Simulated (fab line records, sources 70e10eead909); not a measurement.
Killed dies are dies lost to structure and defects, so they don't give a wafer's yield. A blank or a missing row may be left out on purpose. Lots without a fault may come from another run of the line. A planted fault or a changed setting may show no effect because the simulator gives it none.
fab line records | flow nand_harc
record lots=14 wafers=39 last_day=24
route steps=1159 shown A_CONTACT@923 THIN_TSV@1124 END@1159
lots that met no fault: from a run of the same line without faults
start_h: hours from the record's first day to the start of the lot's first wafer shown | wait_h: hours since the lot's step before | " the same as in the row above | L1.1+2: a row that stands for several wafers | - no value, or no start given | * or withheld: withheld | < > ~ a bound
route shown NAME@n: a module of which the file shows steps, and the number in the route of the first | usual: mean/standard deviation of fault-free wafers | same: alike in all rows | chamber/n: place in a boat | sites: the reading at each site | _std_site: their standard deviation | _edge_site: outer sites' mean less inner sites' | radius_mm: how far each site lies from the wafer's centre | mask NAME#n: copy n | behind: the tool/chamber that last shaped the wafer | hold: why the lot was held/for how many hours/how that ended | device: the transistor (n, p or np) that didn't switch | end of line: the same wafers' tests at the end of the route | a step without rows: its recipe alone | killed: dies lost to structure and defects at the first sort, not the wafer's yield | map: a wafer's dies, x killed, . not, _ none there
set.NAME: the setting as run; set.NAME@STEP: as run at that earlier step | model.NAME: the simulator's own value behind a step, which no gauge read
steps of the route over a sample of lots; a table a step, a row a wafer
services: from which hour (start_h, from the record's first day; less than 0 if before it) a tool's chamber was out of use, for how many hours, and why
## steps
# step NHARC_A_CONTACT_DEP_84
# recipe target_thk_a=20000 temp_c=400 material=aC
# usual throttle_valve_pct=35.000/0.0094
# columns lot.wafer tool chamber start_h wait_h throttle_valve_pct
L483.2 acl_dep-02 0 384.28 - 34.996
L483.3 " 0 " " 35.004
L483.4 " 0 " " 35.003
L482.1 acl_dep-01 0 384.29 - 35.013
L482.5 " 0 " " 34.986
L482.6 " 0 " " 34.975
L487.2 acl_dep-02 0 397.77 - 35.003
L487.3 " 0 " " 35.003
L487.6 " 0 " " 35.006
L486.3 acl_dep-01 0 403.56 - 34.989
L486.5 " 0 " " 34.992
L486.6 " 0 " " 34.987
L488.1 acl_dep-01 0 417.61 - 34.995
L488.2 " 0 " " 35.010
L488.6 " 0 " " 35.000
L490.3 acl_dep-01 0 419.24 - 35.001
L490.4 " 0 " " 35.003
L490.6 " 0 " " 35.007
L489.2 acl_dep-03 0 425.92 - 34.993
L489.3 " 0 " " 34.998
L489.5 " 0 " " 34.987
L491.2 acl_dep-02 0 438.20 - 35.016
L491.5 " 0 " " 34.984
L491.6 " 0 " " 35.006
L492.1 acl_dep-02 0 439.21 - 35.002
L492.4 " 0 " " 34.999
L492.5 " 0 " " 35.010
L495.2 acl_dep-02 0 452.83 - 35.009
L495.3 " 0 " " 34.993
L495.4 " 0 " " 35.005
L502.1 acl_dep-02 0 487.98 - 35.011
L502.4 " 0 " " 34.990
L501.1 acl_dep-02 0 491.05 - 35.006
L501.6 " 0 492.06 - 35.006
L503.3 acl_dep-02 0 506.96 - 35.008
L503.6 " 0 " " 35.004
L504.3 acl_dep-03 0 520.60 - 35.002
L504.4 " 0 " " 34.990
L504.6 " 0 " " 35.011
# step NHARC_THIN_TSV_DEP_47
# recipe target_thk_a=2000 temp_c=withheld pressure_torr=6.5 rf_w=900 teos_flow_sccm=161.4 flow_sccm=2650 target_thk_nm=200 gas=O2 material=SiO2
# usual throttle_valve_pct=15.6/0.67
# columns lot.wafer tool chamber start_h wait_h throttle_valve_pct
L483.3 pecvd-02 1 436.43 - 14.4
L483.2 " 2 " " 15.2
L483.4 " 0 " " 15.3
L482.1 pecvd-04 2 437.63 - 15.6
L482.6 " 1 " " 15.5
L482.5 " 2 " " 15.7
L487.2 pecvd-04 2 439.91 - 16.1
L487.3 " 1 " " 15.5
L487.6 " 2 " " 15.9
L486.3 pecvd-04 0 444.46 - 16.7
L486.5 " 1 " " 15.3
L486.6 " 0 " " 16.8
L488.1 pecvd-02 2 455.65 - 15.6
L488.2 " 0 " " 14.9
L488.6 " 0 " " 15.1
L490.3 pecvd-02 1 457.27 - 14.6
L490.6 " 2 " " 15.3
L490.4 " 0 " " 15.0
L489.2 pecvd-04 1 468.96 - 15.4
L489.3 " 0 " " 16.6
L489.5 " 2 " " 16.1
L492.1 pecvd-02 1 476.05 - 14.7
L492.5 " 1 " " 14.6
L492.4 " 2 " " 15.3
L491.2 pecvd-02 2 477.46 - 15.0
L491.5 " 0 " " 15.0
L491.6 " 1 " " 14.9
L495.3 pecvd-02 2 493.93 - 15.1
L495.2 " 0 " " 15.0
L495.4 " 2 " " 15.0
L501.1 pecvd-03 2 536.45 - 16.4
L501.6 " 1 " " 15.6
L502.1 pecvd-03 2 537.38 - 16.3
L502.4 " 0 " " 16.4
L503.3 pecvd-03 1 554.16 - 15.7
L503.6 " 2 " " 16.5
L504.3 pecvd-02 0 560.01 - 14.8
L504.6 " 0 " " 14.9
L504.4 " 1 " " 15.0
# step NHARC_THIN_TSV_DESCUM_35
# recipe time_s=3 o2_flow_sccm=200 ar_flow_sccm=0 bias_power_w=0 chemistry=O2
# usual drypump_motor_current_A=5.5/0.39 oes_product_au=0.999/0.014 rf_vpp_V=57.8/0.84 showerhead_plenum_p_Torr=1.93/0.077 throttle_valve_pct=11.312/0.0078
# columns lot.wafer tool chamber start_h wait_h drypump_motor_current_A oes_product_au rf_hours_counter_h rf_vpp_V showerhead_plenum_p_Torr throttle_valve_pct
L483.4 rie_diel-08 2 440.69 - 4.8 1.003 9 57.2 1.99 11.312
L483.3 " 3 " " 5.1 0.987 10 56.0 1.80 11.314
L483.2 " 0 " " 5.8 1.010 9 57.4 1.93 11.326
L482.1 rie_diel-07 0 442.00 - 5.5 0.992 3 58.0 1.91 11.334
L482.6 " 1 " " 5.3 1.007 - 58.9 1.85 11.315
L482.5 " 2 " " 5.3 0.998 - 57.9 1.96 11.310
L487.2 rie_diel-01 2 444.19 - 5.2 1.008 11 58.4 2.06 11.309
L487.3 " 3 " " 5.8 1.014 10 58.5 1.99 11.310
L487.6 " 3 " " 5.8 1.014 - 56.9 1.99 11.313
L486.3 rie_diel-07 3 448.71 - 5.3 1.022 4 58.6 1.91 11.318
L486.6 " 0 " " 5.5 0.994 - 57.8 1.91 11.310
L486.5 " 1 " " 5.3 0.984 - 56.5 1.85 11.314
L488.2 rie_diel-01 0 460.17 - 6.0 0.997 9 56.5 1.80 11.294
L488.1 " 1 " " 6.3 1.004 12 57.8 1.92 11.309
L488.6 " 3 " " 5.8 1.011 - 58.6 1.99 11.288
L490.4 rie_diel-07 1 462.57 - 5.3 0.991 5 58.3 1.85 11.303
L490.3 " 2 " " 5.3 0.990 5 58.7 1.96 11.323
L490.6 " 0 " " 5.5 0.985 - 57.5 1.91 11.318
L489.3 rie_diel-01 2 473.18 - 5.2 1.015 14 57.7 2.05 11.318
L489.2 " 1 " " 6.2 1.007 12 56.7 1.92 11.313
L489.5 " 3 " " 5.8 1.008 - 57.5 1.99 11.313
L492.4 rie_diel-07 0 480.33 - 5.5 0.989 8 57.9 1.91 11.308
L492.1 " 1 " " 5.3 1.008 7 57.1 1.85 11.312
L492.5 " 1 " " 5.3 0.999 - 57.2 1.85 11.312
L491.2 rie_diel-07 2 481.61 - 5.3 0.992 7 58.5 1.96 11.318
L491.5 " 0 " " 5.5 0.986 - 57.2 1.91 11.317
L491.6 " 1 " " 5.3 1.003 - 57.7 1.85 11.312
L495.4 rie_diel-08 2 498.33 - 4.8 1.034 1 58.4 1.99 11.302
L495.3 " 0 " " 5.8 1.020 1 58.3 1.93 11.309
L495.2 " 1 " " 5.4 0.993 1 57.4 1.97 11.320
L501.1 rie_diel-08 3 541.09 - 5.1 0.975 4 56.5 1.79 11.322
L501.6 " 3 " " 5.1 0.985 - 56.5 1.79 11.308
L502.1 rie_diel-01 1 541.99 - 6.3 0.989 2 58.6 1.92 11.318
L502.4 " 2 " " 5.2 1.000 2 59.4 2.05 11.304
L503.3 rie_diel-08 1 558.48 - 5.4 0.984 5 58.5 1.97 11.306
L503.6 " 0 " " 5.9 1.007 - 56.8 1.93 11.319
L504.4 rie_diel-08 2 564.25 - 4.8 1.024 6 57.0 1.98 11.305
L504.3 " 0 " " 5.8 0.999 6 58.8 1.93 11.309
L504.6 " 2 " " 4.8 1.012 - 57.3 1.98 11.315
# step NHARC_THIN_TSV_ETCH_36
# recipe target_depth_a=650 over_etch_frac=0.3 time_s=18.571 ion_energy_ev=150 chemistry=Cl2/BCl3
# usual drypump_motor_current_A=5.57/0.2 oes_product_au=1.007/0.0091
# columns lot.wafer tool chamber start_h wait_h drypump_motor_current_A oes_product_au rf_hours_counter_h
L483.2 rie_metal-01 0 441.06 0.2 5.82 0.998 2.9
L483.4 " 0 " " 5.81 0.996 -
L483.3 " 1 " " 5.83 1.010 -
L482.1 rie_metal-02 0 442.35 0.2 5.63 1.015 1.5
L482.5 " 0 " " 5.58 1.007 -
L482.6 " 1 " " 5.29 1.013 -
L487.2 rie_metal-02 0 444.60 0.2 5.60 1.006 1.7
L487.3 " 1 " " 5.29 1.002 -
L487.6 " 0 " " 5.62 1.012 -
L486.3 rie_metal-02 1 449.08 0.2 5.28 1.011 -
L486.6 " 1 " " 5.31 1.008 -
L486.5 " 0 " " 5.65 1.019 -
L488.1 rie_metal-02 1 460.76 0.4 5.27 1.008 2.4
L488.2 " 1 " " 5.31 1.017 -
L488.6 " 1 " " 5.28 1.015 -
L490.4 rie_metal-03 1 462.95 0.2 5.59 0.995 -
L490.3 " 0 " " 5.50 1.023 -
L490.6 " 1 " " 5.62 0.990 -
L489.2 rie_metal-03 0 473.56 0.2 5.47 1.017 0.4
L489.3 " 0 " " 5.47 1.007 -
L489.5 " 0 " " 5.49 1.022 -
L492.1 rie_metal-01 0 480.72 0.2 5.82 1.002 4.1
L492.4 " 1 " " 5.81 1.013 -
L492.5 " 1 " " 5.80 1.012 -
L491.2 rie_metal-02 1 481.98 0.2 5.31 1.014 2.8
L491.5 " 0 " " 5.62 1.006 -
L491.6 " 1 " " 5.29 1.011 -
L495.2 rie_metal-01 1 498.72 0.2 5.82 1.016 4.8
L495.3 " 0 " " 5.80 0.991 -
L495.4 " 1 " " 5.82 1.016 -
L501.1 rie_metal-03 0 541.46 0.2 5.48 1.007 2.2
L501.6 " 0 " " 5.48 1.001 -
L502.1 rie_metal-02 1 542.35 0.2 5.27 1.012 4.7
L502.4 " 0 " " 5.65 1.007 -
L503.3 rie_metal-02 1 558.86 0.2 5.30 1.013 -
L503.6 " 0 " " 5.64 1.004 -
L504.4 rie_metal-01 0 564.63 0.1 5.83 1.003 -
L504.3 " 1 " " 5.78 1.003 -
L504.6 " 0 " " 5.81 1.017 -
# step NHARC_END_SORT_01
# recipe temp_c=25
# usual killed_at_array=24/8.4 killed_at_other=0.7/1.1 killed_at_periphery=2.9/1.7 killed_dies=27/8.6 killed_open=3.3/1.8 killed_short=1.8/1.4
# same gross_dies=677
# columns lot.wafer tool chamber start_h wait_h killed_at_array killed_at_other killed_at_periphery killed_dies killed_open killed_short
L489.2 prober-02 0 482.58 2.8 40 4 0 44 3 2
L489.3 prober-02 0 483.39 3.1 37 0 0 37 3 2
L489.5 prober-02 0 484.99 3.7 37 1 2 40 0 4
L502.1 prober-02 0 549.33 2.5 185 1 4 190 4 2
L502.4 prober-02 0 551.75 3.4 36 0 4 40 2 3
L501.1 prober-01 0 549.41 2.6 147 0 5 152 1 2
L501.6 prober-01 0 553.42 4.0 21 0 4 25 4 0
# killed by level:class
L489.2 A_CHANNEL_HOLE_D1:chamber_film_flake=14 A_SLIT:chamber_film_flake=10 A_CONTACT:chamber_film_flake=5 A_STAIRCASE:chamber_film_flake=3 THIN_TSV:chamber_film_flake=3 A_WL_FILL:geometric_particle:short=2 A_BONDPAD:chamber_film_flake=2 A_CONTACT:geometric_particle:open=1
L489.3 A_CHANNEL_HOLE_D1:chamber_film_flake=17 A_STAIRCASE:chamber_film_flake=6 A_SLIT:chamber_film_flake=6 A_WL_FILL:geometric_particle:short=2 A_WL_FILL:geometric_particle:open=2 A_BONDPAD:chamber_film_flake=2 A_CONTACT:geometric_particle:open=1 A_ZERO_WELL:chamber_film_flake=1
L489.5 A_CHANNEL_HOLE_D1:chamber_film_flake=12 A_SLIT:chamber_film_flake=8 A_CONTACT:chamber_film_flake=5 A_STAIRCASE:chamber_film_flake=4 A_ONON_D1:geometric_particle:short=2 P_M1:chamber_film_flake=2 A_BONDPAD:chamber_film_flake=2 A_SOURCE_PLATE:geometric_particle:short=1
L502.1 A_CONTACT:area_dep=154 A_CHANNEL_HOLE_D1:chamber_film_flake=21 A_CONTACT:chamber_film_flake=5 A_CONTACT:geometric_particle:open=2 P_CONTACT:geometric_particle:open=1 P_CONTACT:geometric_particle:short=1 A_CONTACT:geometric_particle:short=1 THIN_TSV:geometric_particle:open=1
L501.1 A_CONTACT:area_dep=123 A_SLIT:chamber_film_flake=13 A_CHANNEL_HOLE_D1:chamber_film_flake=6 P_M0:chamber_film_flake=2 A_CONTACT:chamber_film_flake=2 P_M1:geometric_particle:short=1 A_SGD_CUT:geometric_particle:short=1 A_BLC:geometric_particle:open=1
L502.4 A_CHANNEL_HOLE_D1:chamber_film_flake=24 A_CONTACT:chamber_film_flake=5 A_ZERO_WELL:chamber_film_flake=3 P_STI:chamber_film_flake=2 P_CONTACT:geometric_particle:short=1 P_CONTACT:geometric_particle:open=1 A_ONON_D1:geometric_particle:short=1 A_BLC:geometric_particle:short=1
L501.6 A_CHANNEL_HOLE_D1:chamber_film_flake=7 A_CONTACT:chamber_film_flake=6 A_SLIT:chamber_film_flake=5 P_M0:chamber_film_flake=2 P_M1:geometric_particle:open=1 A_SGD_CUT:geometric_particle:open=1 A_CONTACT:geometric_particle:open=1 A_BLC:geometric_particle:open=1
## services
# columns tool chamber start_h hours kind
pecvd-04 - 376.32 13.0 pm
rie_diel-08 1 380.65 17.5 repair
rie_diel-08 0 380.84 11.5 repair
rie_metal-02 - 388.00 9.0 pm
pecvd-02 2 403.67 6.9 repair
rie_diel-07 - 405.20 9.0 pm
acl_dep-03 - 408.31 13.0 pm
pecvd-02 2 411.58 6.3 repair
rie_diel-08 2 450.55 1.4 repair
rie_metal-03 - 453.00 9.0 pm
rie_metal-02 0 459.71 7.2 repair
pecvd-03 - 473.06 13.0 pm
acl_dep-01 - 474.73 13.0 pm
rie_diel-08 - 478.80 9.0 pm
rie_diel-07 3 482.81 18.6 repair
rie_diel-01 - 491.87 9.0 pm
pecvd-02 0 506.60 12.7 repair
pecvd-03 1 508.97 11.0 repair
rie_metal-01 - 509.00 9.0 pm
pecvd-02 - 515.16 13.0 pm
acl_dep-02 - 532.11 13.0 pm
rie_diel-07 1 553.52 4.3 repair
rie_diel-01 1 554.89 15.0 repair
pecvd-04 - 557.32 13.0 pm
## key
first_sign step=NHARC_END_SORT_01 reading=killed_at_array direction=up sigmas=17 usual=24 struck=166
effect step=NHARC_END_SORT_01 reading=killed_dies direction=up sigmas=17 usual=27 struck=171
more_kills_born_at NHARC_A_CONTACT_DEP_84@acl_dep-02=277
met_at NHARC_A_CONTACT_DEP_84
struck_lots L501,L502
struck_wafers L501.1,L502.1
tester_left_out L501,L502
not_acting_at NHARC_THIN_TSV_DEP_47,NHARC_THIN_TSV_DESCUM_35,NHARC_THIN_TSV_ETCH_36
onset_between 452.83 487.98
fault kind=process_parameter_drift tool=acl_dep-02 chamber=- onset_h=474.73 steps=NHARC_A_CONTACT_DEP_84 channel=target_thk_a offset=* shape=step end_h=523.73 scope=struck_wafers_only acts_in=* stated=*
# tester_left_out: of these lots the tester's yield and bins aren't shown, on N5 and GAA mostly nor the transistor test; their killed dies are dies lost to structure and defects alone, not to doping, threshold or leakage, so they don't give the yield
